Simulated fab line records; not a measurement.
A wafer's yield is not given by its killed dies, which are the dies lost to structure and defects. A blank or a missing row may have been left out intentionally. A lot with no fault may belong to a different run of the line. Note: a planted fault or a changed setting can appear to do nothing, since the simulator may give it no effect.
Which tool did it?	flow n5-finfet	22 lots, 66 wafers sampled, at 6 steps of a route of 1938

## WHAT THE GAUGES SHOWED, per wafer
N5_BEOL_M7_CD_MEAS_28 targets a cd of 40 nm. Usual: cd-nm reads 39.98 nm (standard deviation 0.24).
lot	measured	on	cd-nm (nm)	flag
L074	day 10 19:04	cd-sem-01	40.16 40.46 40.33	
L076	day 10 19:14	cd-sem-03	40.31 40.52 40.10	
L075	day 10 22:22	cd-sem-02	39.92 40.06 40.09	
L077	day 11 05:34	cd-sem-01	40.15 39.98 39.93	
L078	day 11 15:05	cd-sem-03	40.24 39.90 39.71	
L079	day 12 01:11	cd-sem-02	39.82 40.22 39.87	
L080	day 12 04:23	cd-sem-03	39.76 39.85 40.19	
L081	day 12 04:21	cd-sem-02	40.19 39.93 39.85	
L082	day 12 12:57	cd-sem-03	39.68 39.73 39.75	
L085	day 12 17:05	cd-sem-01	40.16 40.46 39.84	
L083	day 12 19:47	cd-sem-02	39.86 39.77 40.19	
L084	day 13 07:45	cd-sem-01	39.88 40.27 39.91	
L087	day 13 13:02	cd-sem-01	39.57 39.91 40.24	
L089	day 13 14:05	cd-sem-02	39.41 39.93 39.67	
L086	day 13 14:14	cd-sem-03	40.05 39.65 40.04	
L088	day 14 08:25	cd-sem-02	39.79 40.24 39.74	
L090	day 14 12:00	cd-sem-03	39.82 40.00 39.70	
L091	day 15 02:30	cd-sem-01	39.51 40.04 39.85	
L093	day 15 11:13	cd-sem-03	39.93 40.01 39.88	
L095	day 15 13:20	cd-sem-03	39.93 39.78 39.70	
L096	day 15 13:22	cd-sem-02	40.40 40.07 40.10	
L097	day 16 10:22	cd-sem-02	39.75 39.88 39.97	

## WHAT TOOL EACH LOT RAN ON (gives the tool, then ch and the chambers of the sampled wafers, and finally the start)
lot	N5_BEOL_M6_STRIP_36	N5_BEOL_M6_DEP_56	N5_BEOL_M7_ETCH_61	N5_BEOL_M7_ETCH_62	N5_BEOL_M7_HM_OPEN_17
L074	rie-diel-05 ch 0,1,2, day 10 08:52	pecvd-01 ch 0,1, day 10 12:50	rie-diel-06 ch 1,2,3, day 10 16:24	rie-diel-06 ch 1,2,3, day 10 16:28	rie-metal-03 ch 1, day 10 16:38
L076	rie-diel-05 ch 0,2, day 10 11:17	pecvd-04 ch 0,1, day 10 14:04	rie-diel-06 ch 1,3, day 10 16:44	rie-diel-06 ch 1,3, day 10 16:47	rie-metal-03 ch 0,1, day 10 16:59
L075	rie-diel-05 ch 0,1,3, day 10 15:16	pecvd-02 ch 0,1, day 10 18:35	rie-diel-02 ch 0,1,2, day 10 20:54	rie-diel-02 ch 0,1,2, day 10 20:58	rie-metal-01 ch 0,1, day 10 21:09
L077	rie-diel-01 ch 0,1,2, day 10 22:31	pecvd-02 ch 0,1, day 11 01:17	rie-diel-06 ch 0,1,2, day 11 03:35	rie-diel-06 ch 0,1,2, day 11 03:39	rie-metal-01 ch 0,1, day 11 03:50
L078	rie-diel-03 ch 0,3, day 11 07:05	pecvd-01 ch 0,1, day 11 09:53	rie-diel-02 ch 0,1,2, day 11 13:56	rie-diel-02 ch 0,1,2, day 11 13:59	rie-metal-01 ch 0,1, day 11 14:10
L079	rie-diel-01 ch 0,1,2, day 11 16:01	pecvd-02 ch 0,2, day 11 18:56	rie-diel-02 ch 0,1,2, day 11 22:18	rie-diel-02 ch 0,1,2, day 11 22:21	rie-metal-01 ch 0,1, day 11 22:32
L080	rie-diel-01 ch 0,1,2, day 11 19:08	pecvd-04 ch 0,1,2, day 11 22:41	rie-diel-06 ch 0,2,3, day 12 02:49	rie-diel-06 ch 0,2,3, day 12 02:52	rie-metal-02 ch 0,1, day 12 03:03
L081	rie-diel-05 ch 0,1,3, day 11 19:35	pecvd-04 ch 0,1,2, day 11 23:28	rie-diel-02 ch 0,1,3, day 12 02:50	rie-diel-02 ch 0,1,3, day 12 02:53	rie-metal-03 ch 0, day 12 03:04
L082	rie-diel-05 ch 0,3, day 12 02:46	pecvd-01 ch 0,1, day 12 06:11	rie-diel-02 ch 0,1,3, day 12 09:14	rie-diel-02 ch 0,1,3, day 12 09:18	rie-metal-01 ch 0,1, day 12 09:29
L085	rie-diel-03 ch 1,2, day 12 10:25	pecvd-02 ch 0,1,2, day 12 13:20	rie-diel-02 ch 0,2, day 12 14:46	rie-diel-02 ch 0,2, day 12 14:49	rie-metal-01 ch 1, day 12 15:00
L083	rie-diel-03 ch 0,1,3, day 12 14:09	pecvd-01 ch 0,1,2, day 12 16:36	rie-diel-06 ch 0,2, day 12 18:21	rie-diel-06 ch 0,2, day 12 18:24	rie-metal-01 ch 0,1, day 12 18:35
L084	rie-diel-03 ch 2,3, day 13 01:02	pecvd-04 ch 0,1,2, day 13 03:48	rie-diel-02 ch 0,2,3, day 13 06:37	rie-diel-02 ch 0,2,3, day 13 06:41	rie-metal-02 ch 0,1, day 13 06:52
L087	rie-diel-05 ch 0,1, day 13 03:28	pecvd-02 ch 0,1,2, day 13 07:15	rie-diel-04 ch 1,2, day 13 09:46	rie-diel-04 ch 1,2, day 13 09:49	rie-metal-03 ch 1, day 13 10:04
L089	rie-diel-05 ch 2,3, day 13 06:07	pecvd-02 ch 0,2, day 13 08:46	rie-diel-02 ch 0,1,3, day 13 12:34	rie-diel-02 ch 0,1,3, day 13 12:38	rie-metal-02 ch 0,1, day 13 12:49
L086	rie-diel-05 ch 1,2, day 13 06:41	pecvd-02 ch 0,2, day 13 09:35	rie-diel-04 ch 0,1,2, day 13 12:44	rie-diel-04 ch 0,1,2, day 13 12:48	rie-metal-01 ch 0,1, day 13 12:59
L088	rie-diel-05 ch 1,2,3, day 13 19:39	pecvd-02 ch 0,2, day 13 23:56	rie-diel-02 ch 0,2, day 14 03:53	rie-diel-02 ch 0,2, day 14 03:57	rie-metal-02 ch 1, day 14 04:08
L090	rie-diel-01 ch 1,2,3, day 14 02:47	pecvd-04 ch 0,2, day 14 05:26	rie-diel-04 ch 0,1, day 14 10:17	rie-diel-04 ch 0,1, day 14 10:21	rie-metal-02 ch 1, day 14 10:32
L091	rie-diel-03 ch 1,2, day 14 17:31	pecvd-02 ch 1,2, day 14 20:27	rie-diel-02 ch 1,3, day 14 23:05	rie-diel-02 ch 1,3, day 14 23:08	rie-metal-01 ch 0,1, day 14 23:20
L093	rie-diel-03 ch 0,1,2, day 15 03:05	pecvd-02 ch 1,2, day 15 06:50	rie-diel-02 ch 1,2, day 15 08:38	rie-diel-02 ch 1,2, day 15 08:42	rie-metal-02 ch 0,1, day 15 08:53
L095	rie-diel-05 ch 1,2,3, day 15 05:17	pecvd-04 ch 0,1, day 15 08:37	rie-diel-04 ch 0,1,2, day 15 12:12	rie-diel-04 ch 0,1,2, day 15 12:16	rie-metal-02 ch 0,1, day 15 12:26
L096	rie-diel-01 ch 1,2,3, day 15 06:13	pecvd-02 ch 0,1, day 15 10:02	rie-diel-04 ch 1,2,3, day 15 12:28	rie-diel-04 ch 1,2,3, day 15 12:31	rie-metal-03 ch 0,1, day 15 12:43
L097	rie-diel-03 ch 0,2, day 16 02:02	pecvd-01 ch 0,1, day 16 05:27	rie-diel-06 ch 0,1,2, day 16 08:17	rie-diel-06 ch 0,1,2, day 16 08:20	rie-metal-02 ch 0, day 16 08:31
- N5_BEOL_M6_STRIP_36: strips in N2/H2.
- N5_BEOL_M6_DEP_56: deposits SiCN from 3MS/NH3, target thk 10 nm, time 17.5 s.
- N5_BEOL_M7_ETCH_61: etches SiARC in CF4, target depth 45.5 nm, time 75.8 s.
- N5_BEOL_M7_ETCH_62: etches SOC in N2/H2, target depth 110 nm, overetch 22 nm, time 165 s.
- N5_BEOL_M7_HM_OPEN_17: chemistry Cl2/BCl3, target TiN, target depth 20 nm, overetch 6 nm.

## WHAT THE TOOLS THEMSELVES READ (means of the sampled wafers that have a number; where no wafer has one, the mark that the record gives instead)
N5_BEOL_M6_STRIP_36. Usual: drypump-motor-current-A 5.7 A, standard deviation 0.33; oes-product-au 0.83 a.u., standard deviation 0.065; power-w 450.0 W, standard deviation 1.4; rf-vpp-V 59.3 V, standard deviation 1.4; showerhead-plenum-p-Torr 2.56 Torr, standard deviation 0.12; throttle-valve-pct 23.7 %, standard deviation 0.31.
lot	tool	drypump-motor-current-A (A)	oes-product-au (a.u.)	power-w (W)	rf-vpp-V (V)	showerhead-plenum-p-Torr (Torr)	throttle-valve-pct (%)	flag
L074	rie-diel-05	5.6	0.83	448.9	58.5	2.50	23.8	
L076	rie-diel-05	5.6	0.79	450.7	59.3	2.45	23.9	
L075	rie-diel-05	5.5	0.87	450.1	60.2	2.48	23.8	
L077	rie-diel-01	5.5	0.87	450.3	58.3	2.47	23.5	
L078	rie-diel-03	6.1	0.76	450.0	59.6	2.56	23.2	
L079	rie-diel-01	5.5	0.87	449.2	59.4	2.47	23.6	
L080	rie-diel-01	5.5	0.87	449.2	59.8	2.47	23.5	
L081	rie-diel-05	5.6	0.84	449.8	59.3	2.48	23.8	
L082	rie-diel-05	5.5	0.86	450.3	59.3	2.52	23.8	
L085	rie-diel-03	5.6	0.87	450.7	58.4	2.71	23.9	
L083	rie-diel-03	5.8	0.80	451.7	57.2	2.63	23.5	
L084	rie-diel-03	6.0	0.85	449.9	59.6	2.65	23.4	
L087	rie-diel-05	5.6	0.81	448.6	59.7	2.44	23.9	
L089	rie-diel-05	5.5	0.87	449.8	58.5	2.62	23.5	
L086	rie-diel-05	5.7	0.81	448.8	60.5	2.59	23.6	
L088	rie-diel-05	5.6	0.83	449.7	58.9	2.58	23.6	
L090	rie-diel-01	5.8	0.83	451.3	58.9	2.53	23.6	
L091	rie-diel-03	5.6	0.86	450.8	58.2	2.71	23.8	
L093	rie-diel-03	5.6	0.85	449.3	60.1	2.70	23.7	
L095	rie-diel-05	5.6	0.82	448.9	57.6	2.57	23.6	
L096	rie-diel-01	5.8	0.82	450.7	59.1	2.53	23.6	
L097	rie-diel-03	5.6	0.87	451.4	60.5	2.70	23.6	

N5_BEOL_M6_DEP_56. Usual: showerhead-plenum-p-Torr 3.661 Torr, standard deviation 0.015; showerhead-vpp-V 877 V, standard deviation 27; throttle-valve-pct 9.1 %, standard deviation 0.51.
lot	tool	showerhead-plenum-p-Torr (Torr)	showerhead-vpp-V (V)	throttle-valve-pct (%)	flag
L074	pecvd-01	3.672	856	8.6	
L076	pecvd-04	3.669	893	9.3	
L075	pecvd-02	3.662	864	9.6	
L077	pecvd-02	3.660	872	9.7	
L078	pecvd-01	3.673	864	8.7	
L079	pecvd-02	3.664	882	9.3	
L080	pecvd-04	3.655	877	9.2	
L081	pecvd-04	3.656	874	9.1	
L082	pecvd-01	3.674	867	8.7	
L085	pecvd-02	3.660	873	9.4	
L083	pecvd-01	3.670	878	8.6	
L084	pecvd-04	3.660	884	9.1	
L087	pecvd-02	3.656	878	9.4	
L089	pecvd-02	3.655	877	9.1	
L086	pecvd-02	3.669	884	9.4	
L088	pecvd-02	3.652	863	9.0	
L090	pecvd-04	3.656	852	9.0	
L091	pecvd-02	3.648	862	9.3	
L093	pecvd-02	3.652	863	9.5	
L095	pecvd-04	3.665	896	9.4	
L096	pecvd-02	3.669	879	9.6	
L097	pecvd-01	3.674	861	8.6	

N5_BEOL_M7_ETCH_61. Usual: drypump-motor-current-A 5.9 A, standard deviation 0.61; etch-rf-on-time-s 76.0 s, standard deviation 2.4; oes-product-au 0.66 a.u., standard deviation 0.053; rf-vpp-V 183.8 V, standard deviation 1.1; showerhead-plenum-p-Torr 2.12 Torr, standard deviation 0.059; throttle-valve-pct 15.65 %, standard deviation 0.22.
lot	tool	drypump-motor-current-A (A)	etch-rf-on-time-s (s)	oes-product-au (a.u.)	rf-vpp-V (V)	showerhead-plenum-p-Torr (Torr)	throttle-valve-pct (%)	flag
L074	rie-diel-06	5.5	77.4	0.62	183.9	2.13	15.82	
L076	rie-diel-06	5.6	78.5	0.60	184.3	2.19	15.90	
L075	rie-diel-02	6.1	76.1	0.68	184.9	2.15	15.40	
L077	rie-diel-06	6.1	75.3	0.67	184.0	2.14	15.72	
L078	rie-diel-02	6.1	76.5	0.67	184.5	2.15	15.40	
L079	rie-diel-02	6.1	76.2	0.67	183.8	2.15	15.40	
L080	rie-diel-06	5.7	75.9	0.66	182.9	2.12	15.64	
L081	rie-diel-02	6.2	74.0	0.68	184.5	2.14	15.58	
L082	rie-diel-02	6.2	74.8	0.67	184.1	2.14	15.57	
L085	rie-diel-02	6.1	77.9	0.68	183.6	2.10	15.42	
L083	rie-diel-06	5.9	74.3	0.68	183.5	2.09	15.67	
L084	rie-diel-02	6.2	77.1	0.68	182.8	2.10	15.60	
L087	rie-diel-04	5.2	77.3	0.62	183.4	2.07	15.71	
L089	rie-diel-02	6.2	75.1	0.66	183.2	2.14	15.59	
L086	rie-diel-04	5.4	76.9	0.67	183.7	2.09	15.65	
L088	rie-diel-02	5.8	76.5	0.68	183.7	2.12	15.42	
L090	rie-diel-04	5.7	74.0	0.73	183.9	2.12	15.61	
L091	rie-diel-02	6.7	74.7	0.65	184.3	2.11	15.80	
L093	rie-diel-02	6.4	75.6	0.63	184.3	2.16	15.46	
L095	rie-diel-04	5.4	76.4	0.66	182.6	2.09	15.69	
L096	rie-diel-04	5.3	76.7	0.63	182.6	2.07	15.75	
L097	rie-diel-06	6.1	76.3	0.63	183.9	2.13	15.80	

N5_BEOL_M7_ETCH_62. Usual: drypump-motor-current-A 5.9 A, standard deviation 0.61; oes-product-au 0.66 a.u., standard deviation 0.048; rf-vpp-V 523.0 V, standard deviation 2.4; showerhead-plenum-p-Torr 2.52 Torr, standard deviation 0.082; throttle-valve-pct 17.90 %, standard deviation 0.24.
lot	tool	drypump-motor-current-A (A)	oes-product-au (a.u.)	rf-vpp-V (V)	showerhead-plenum-p-Torr (Torr)	throttle-valve-pct (%)	flag
L074	rie-diel-06	5.6	0.62	523.1	2.54	18.06	
L076	rie-diel-06	5.7	0.61	525.2	2.60	18.13	
L075	rie-diel-02	6.1	0.68	524.0	2.57	17.69	
L077	rie-diel-06	6.1	0.66	524.5	2.55	17.99	
L078	rie-diel-02	6.1	0.67	523.7	2.56	17.70	
L079	rie-diel-02	6.1	0.67	524.4	2.56	17.69	
L080	rie-diel-06	5.7	0.66	522.7	2.52	17.90	
L081	rie-diel-02	6.2	0.66	524.1	2.57	17.93	
L082	rie-diel-02	6.2	0.67	524.3	2.57	17.92	
L085	rie-diel-02	6.2	0.68	522.4	2.50	17.71	
L083	rie-diel-06	5.9	0.66	522.0	2.48	17.93	
L084	rie-diel-02	6.2	0.67	522.4	2.50	17.95	
L087	rie-diel-04	5.2	0.62	521.3	2.45	17.79	
L089	rie-diel-02	6.2	0.66	524.2	2.56	17.94	
L086	rie-diel-04	5.4	0.67	522.3	2.47	17.77	
L088	rie-diel-02	5.8	0.69	524.4	2.53	17.74	
L090	rie-diel-04	5.7	0.71	522.6	2.50	17.78	
L091	rie-diel-02	6.7	0.63	521.8	2.52	18.18	
L093	rie-diel-02	6.4	0.62	525.2	2.58	17.73	
L095	rie-diel-04	5.5	0.66	522.2	2.47	17.81	
L096	rie-diel-04	5.3	0.63	522.7	2.46	17.89	
L097	rie-diel-06	6.1	0.63	524.6	2.54	18.05	

N5_BEOL_M7_HM_OPEN_17. Usual: drypump-motor-current-A 5.5 A, standard deviation 0.35; oes-product-au 0.61 a.u., standard deviation 0.081; throttle-valve-pct 22.26 %, standard deviation 0.25.
lot	tool	drypump-motor-current-A (A)	oes-product-au (a.u.)	throttle-valve-pct (%)	flag
L074	rie-metal-03	6.0	0.66	22.14	
L076	rie-metal-03	5.7	0.61	22.29	
L075	rie-metal-01	5.4	0.58	22.12	
L077	rie-metal-01	5.4	0.58	22.09	
L078	rie-metal-01	5.5	0.57	22.21	
L079	rie-metal-01	5.5	0.57	22.23	
L080	rie-metal-02	5.7	0.57	22.69	
L081	rie-metal-03	5.3	0.55	22.58	
L082	rie-metal-01	5.4	0.58	22.10	
L085	rie-metal-01	5.3	0.59	22.00	
L083	rie-metal-01	5.5	0.56	22.22	
L084	rie-metal-02	5.4	0.57	22.42	
L087	rie-metal-03	6.0	0.64	22.17	
L089	rie-metal-02	5.4	0.56	22.43	
L086	rie-metal-01	5.5	0.56	22.21	
L088	rie-metal-02	5.1	0.56	22.13	
L090	rie-metal-02	5.1	0.57	22.14	
L091	rie-metal-01	5.5	0.56	22.23	
L093	rie-metal-02	5.7	0.73	22.26	
L095	rie-metal-02	5.4	0.65	22.22	
L096	rie-metal-03	5.5	0.74	22.42	
L097	rie-metal-02	6.0	0.79	22.34	

## THE ANSWER, worked out from the rows above alone
Rule: a lot counts as off when the mean over its wafers that have a number is more than 3 standard deviations away from the usual mean. A lot without any number at a reading at which 4 lots or more have one is off too. The other lots that the step has rows for count as sound. First the gauges in route order, then the tools' own readings, where a lot's mean is used as printed above. The first step at which some lot is off is used, and at that step the reading that is off furthest; a lot without a number counts as furthest.
Across all readings shown, no lot is off: no conclusion can be drawn from this.

## WHAT WAS PUT IN BY THE SIMULATOR
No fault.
